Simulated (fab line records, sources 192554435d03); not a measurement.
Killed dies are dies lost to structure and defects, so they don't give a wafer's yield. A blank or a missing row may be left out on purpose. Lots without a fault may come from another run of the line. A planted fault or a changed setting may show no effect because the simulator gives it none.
Chamber matching | flow n5_finfet | N5_SD_EPI_N_LINER_46 on ald_sin-01: 4 sister chambers
The step material SiNx, target thk 3 nm. 18 wafers are shown with their chamber, then 9 later ones without.

WAFERS WITH THEIR CHAMBER
wafer  | chamber | heater_power_w (W)
L077.1 | 0       | 770
L077.3 | 3       | 804
L077.4 | 1       | 683
L079.2 | 3       | 855
L079.4 | 2       | 842
L079.6 | 2       | 866
L081.1 | 0       | 773
L081.3 | 1       | 696
L081.6 | 0       | 775
L084.1 | 2       | 856
L084.3 | 1       | 670
L084.6 | 2       | 871
L086.4 | 0       | 777
L086.5 | 0       | 789
L086.6 | 1       | 698
L089.1 | 0       | 771
L089.5 | 0       | 773
L089.6 | 1       | 703

SIGNATURES (means of the wafers above)
reading        | chamber 0 | chamber 1 | chamber 2 | chamber 3 | scatter within a chamber
heater_power_w | 775.43    | 690.00    | 858.75    | 829.50    | 14
Rule: a wafer's distance from a chamber is the root of the sum, over the readings, of the square of ((its reading less the chamber's mean) divided by the reading's scatter). The wafer belongs to the nearest chamber; if the next one is less than 2 further off, it can't be placed. The scatter: the root of (the sum of the squares of (reading less its chamber's mean) over the shown wafers, divided by (wafers less chambers)).

WAFERS WITHOUT THEIR CHAMBER
wafer  | heater_power_w (W)
L093.3 | 833
L093.5 | 893
L093.6 | 695
L096.1 | 704
L096.2 | 787
L096.4 | 844
L097.1 | 834
L097.4 | 770
L097.6 | 703

WHICH CHAMBER EACH WENT THROUGH
wafer  | from the rows above     | in truth
L093.3 | can't be placed: 3 or 2 | 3
L093.5 | 2                       | 2
L093.6 | 1                       | 1
L096.1 | 1                       | 1
L096.2 | 0                       | 0
L096.4 | can't be placed: 3 or 2 | 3
L097.1 | can't be placed: 3 or 2 | 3
L097.4 | 0                       | 0
L097.6 | 1                       | 1
Placed correctly: 6 of 9. Can't be placed from these rows: 3 (the true chamber is among the candidates in 3). Placed wrongly: 0.
